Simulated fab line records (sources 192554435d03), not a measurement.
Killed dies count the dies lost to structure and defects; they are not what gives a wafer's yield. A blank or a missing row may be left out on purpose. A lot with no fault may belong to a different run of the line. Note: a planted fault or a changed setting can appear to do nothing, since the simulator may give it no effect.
Which tool did it? / flow n5Finfet / Sampling: 11 lots, 31 wafers, 4 of 1938 route steps

WHAT THE GAUGES READ, wafer by wafer
N5_BEOL_M13_THK_MEAS_50: measures by xrf.
lot=L363; measured=day 10 04:41; on=filmMetro-02; M13_THK (nm)=446 441 434
lot=L364; measured=day 11 21:58; on=filmMetro-01; M13_THK (nm)=437 435 428
lot=L371; measured=day 13 16:26; on=filmMetro-01; M13_THK (nm)=421 438 409
lot=L372; measured=day 13 16:43; on=filmMetro-02; M13_THK (nm)=455 445
lot=L374; measured=day 14 02:53; on=filmMetro-01; M13_THK (nm)=444 445
lot=L376; measured=day 14 17:08; on=filmMetro-02; M13_THK (nm)=424 428 436
lot=L378; measured=day 14 21:32; on=filmMetro-01; M13_THK (nm)=430 422 439
lot=L379; measured=day 15 14:46; on=filmMetro-02; M13_THK (nm)=424 434 431
lot=L380; measured=day 15 21:14; on=filmMetro-02; M13_THK (nm)=433 435 428
lot=L383; measured=day 16 05:27; on=filmMetro-02; M13_THK (nm)=437 435 434
lot=L386; measured=day 17 00:47; on=filmMetro-02; M13_THK (nm)=429 436 439

EACH LOT AND THE TOOL THAT RAN IT (in order: tool; ch and the chambers of the sampled wafers; start)
lot=L363; N5_BEOL_M13_SPUTTER_43=pvdSputter-02, day 10 03:25; N5_BEOL_M13_SPUTTER_44=pvdSputter-02, day 10 03:30; N5_BEOL_M13_CMP_49=cmp-03 ch 0,1,3, day 10 04:28
lot=L364; N5_BEOL_M13_SPUTTER_43=pvdSputter-03, day 11 20:56; N5_BEOL_M13_SPUTTER_44=pvdSputter-03, day 11 21:01; N5_BEOL_M13_CMP_49=cmp-03 ch 1,2, day 11 21:43
lot=L371; N5_BEOL_M13_SPUTTER_43=pvdSputter-02, day 13 15:04; N5_BEOL_M13_SPUTTER_44=pvdSputter-02, day 13 15:09; N5_BEOL_M13_CMP_49=cmp-03 ch 1,2,3, day 13 16:11
lot=L372; N5_BEOL_M13_SPUTTER_43=pvdSputter-02, day 13 15:23; N5_BEOL_M13_SPUTTER_44=pvdSputter-02, day 13 15:28; N5_BEOL_M13_CMP_49=cmp-04 ch 2,3, day 13 16:25
lot=L374; N5_BEOL_M13_SPUTTER_43=pvdSputter-02, day 14 01:52; N5_BEOL_M13_SPUTTER_44=pvdSputter-02, day 14 01:56; N5_BEOL_M13_CMP_49=cmp-04 ch 1,2, day 14 02:36
lot=L376; N5_BEOL_M13_SPUTTER_43=pvdSputter-01, day 14 16:07; N5_BEOL_M13_SPUTTER_44=pvdSputter-01, day 14 16:11; N5_BEOL_M13_CMP_49=cmp-02 ch 1,2,3, day 14 16:50
lot=L378; N5_BEOL_M13_SPUTTER_43=pvdSputter-01, day 14 20:07; N5_BEOL_M13_SPUTTER_44=pvdSputter-01, day 14 20:12; N5_BEOL_M13_CMP_49=cmp-04 ch 0,1,3, day 14 21:17
lot=L379; N5_BEOL_M13_SPUTTER_43=pvdSputter-03, day 15 13:44; N5_BEOL_M13_SPUTTER_44=pvdSputter-03, day 15 13:49; N5_BEOL_M13_CMP_49=cmp-04 ch 1,2,3, day 15 14:28
lot=L380; N5_BEOL_M13_SPUTTER_43=pvdSputter-03, day 15 20:13; N5_BEOL_M13_SPUTTER_44=pvdSputter-03, day 15 20:17; N5_BEOL_M13_CMP_49=cmp-02 ch 0,1,3, day 15 21:02
lot=L383; N5_BEOL_M13_SPUTTER_43=pvdSputter-01, day 16 02:52; N5_BEOL_M13_SPUTTER_44=pvdSputter-01, day 16 02:56; N5_BEOL_M13_CMP_49=cmp-02 ch 0,1,3, day 16 05:14
lot=L386; N5_BEOL_M13_SPUTTER_43=pvdSputter-03, day 16 23:44; N5_BEOL_M13_SPUTTER_44=pvdSputter-03, day 16 23:49; N5_BEOL_M13_CMP_49=cmp-04 ch 0,1,3, day 17 00:32
- N5_BEOL_M13_SPUTTER_43: material TaN, target thk 15 nm, time 24.19 s.
- N5_BEOL_M13_SPUTTER_44: material Ta, target thk 10 nm, time 16.13 s.
- N5_BEOL_M13_CMP_49: polishes, stops on SiOC, t overpolish 17.1 s, target thk 420 nm.

AS READ BY THE TOOLS THEMSELVES (means over the sampled wafers that have a number; for cases with no such wafer, the mark the record gives instead)
N5_BEOL_M13_SPUTTER_43.
lot=L363; tool=pvdSputter-02; biasV (V)=167.1; throttleValvePct (%)=29.5
lot=L364; tool=pvdSputter-03; biasV (V)=168.1; throttleValvePct (%)=30.3
lot=L371; tool=pvdSputter-02; biasV (V)=170.1; throttleValvePct (%)=29.4
lot=L372; tool=pvdSputter-02; biasV (V)=170.2; throttleValvePct (%)=29.6
lot=L374; tool=pvdSputter-02; biasV (V)=167.3; throttleValvePct (%)=29.6
lot=L376; tool=pvdSputter-01; biasV (V)=167.6; throttleValvePct (%)=30.2
lot=L378; tool=pvdSputter-01; biasV (V)=171.5; throttleValvePct (%)=30.1
lot=L379; tool=pvdSputter-03; biasV (V)=168.2; throttleValvePct (%)=29.5
lot=L380; tool=pvdSputter-03; biasV (V)=168.8; throttleValvePct (%)=29.9
lot=L383; tool=pvdSputter-01; biasV (V)=168.4; throttleValvePct (%)=31.0
lot=L386; tool=pvdSputter-03; biasV (V)=168.5; throttleValvePct (%)=29.7

N5_BEOL_M13_SPUTTER_44.
lot=L363; tool=pvdSputter-02; biasV (V)=80.7; throttleValvePct (%)=29.5
lot=L364; tool=pvdSputter-03; biasV (V)=80.3; throttleValvePct (%)=30.0
lot=L371; tool=pvdSputter-02; biasV (V)=80.7; throttleValvePct (%)=29.5
lot=L372; tool=pvdSputter-02; biasV (V)=79.7; throttleValvePct (%)=29.6
lot=L374; tool=pvdSputter-02; biasV (V)=79.0; throttleValvePct (%)=29.5
lot=L376; tool=pvdSputter-01; biasV (V)=80.3; throttleValvePct (%)=30.1
lot=L378; tool=pvdSputter-01; biasV (V)=79.9; throttleValvePct (%)=30.4
lot=L379; tool=pvdSputter-03; biasV (V)=80.4; throttleValvePct (%)=29.6
lot=L380; tool=pvdSputter-03; biasV (V)=80.1; throttleValvePct (%)=30.0
lot=L383; tool=pvdSputter-01; biasV (V)=79.2; throttleValvePct (%)=31.1
lot=L386; tool=pvdSputter-03; biasV (V)=79.8; throttleValvePct (%)=29.8

N5_BEOL_M13_CMP_49.
lot=L363; tool=cmp-03; barrierFieldEndpointS (s)=30.3; motorCurrentA (A)=6.0; padLifeWafers=1700
lot=L364; tool=cmp-03; barrierFieldEndpointS (s)=30.5; motorCurrentA (A)=5.3; padLifeWafers=2017
lot=L371; tool=cmp-03; barrierFieldEndpointS (s)=26.5; motorCurrentA (A)=5.7; padLifeWafers=212
lot=L372; tool=cmp-04; barrierFieldEndpointS (s)=18.2; motorCurrentA (A)=5.6; padLifeWafers=722
lot=L374; tool=cmp-04; barrierFieldEndpointS (s)=24.4; motorCurrentA (A)=6.5; padLifeWafers=806
lot=L376; tool=cmp-02; barrierFieldEndpointS (s)=30.6; motorCurrentA (A)=6.2; padLifeWafers=1466
lot=L378; tool=cmp-04; barrierFieldEndpointS (s)=30.2; motorCurrentA (A)=6.2; padLifeWafers=944
lot=L379; tool=cmp-04; barrierFieldEndpointS (s)=29.6; motorCurrentA (A)=6.2; padLifeWafers=1075
lot=L380; tool=cmp-02; barrierFieldEndpointS (s)=29.5; motorCurrentA (A)=6.3; padLifeWafers=1676
lot=L383; tool=cmp-02; barrierFieldEndpointS (s)=31.1; motorCurrentA (A)=6.3; padLifeWafers=1742
lot=L386; tool=cmp-04; barrierFieldEndpointS (s)=30.6; motorCurrentA (A)=6.3; padLifeWafers=1400

THE ANSWER, worked out from the rows above alone
Rule: usual is defined by the lots themselves. Put in order of their means at a reading, lots are off if they are a third of the lots or fewer, leave a main group of 4 or more, and stand apart from it by a gap of 3 or more times the standard deviation of the main group's means; of several such gaps the widest counts. A main group whose means are all the same, to the digits that the tables above print for the reading, isn't used. A lot without any number at a reading at which 4 lots or more have one is off too. All remaining lots with rows at the step are treated as sound. After the gauges, taken in route order, come the tools' own readings; for these a lot's mean is taken, as printed above. The first step at which some lot is off is used, and at that step the reading that is off furthest; a lot without a number counts as furthest.
Off: L371, L372, L374, at N5_BEOL_M13_CMP_49 (barrierFieldEndpointS). Main group: mean 30.3 s, sd 0.5.
A tool fits if, at that step or a process step before it, it ran every lot that is off, and no sound lot after the first of them. One fits: pvdSputter-02 at N5_BEOL_M13_SPUTTER_43 and N5_BEOL_M13_SPUTTER_44. At N5_BEOL_M13_SPUTTER_43 its last sound lot is L363 (day 10 03:25), its first lot that is off L371 (day 13 15:04): a fault that began between those two fits.

WHAT HAD BEEN PUT IN BY THE SIMULATOR
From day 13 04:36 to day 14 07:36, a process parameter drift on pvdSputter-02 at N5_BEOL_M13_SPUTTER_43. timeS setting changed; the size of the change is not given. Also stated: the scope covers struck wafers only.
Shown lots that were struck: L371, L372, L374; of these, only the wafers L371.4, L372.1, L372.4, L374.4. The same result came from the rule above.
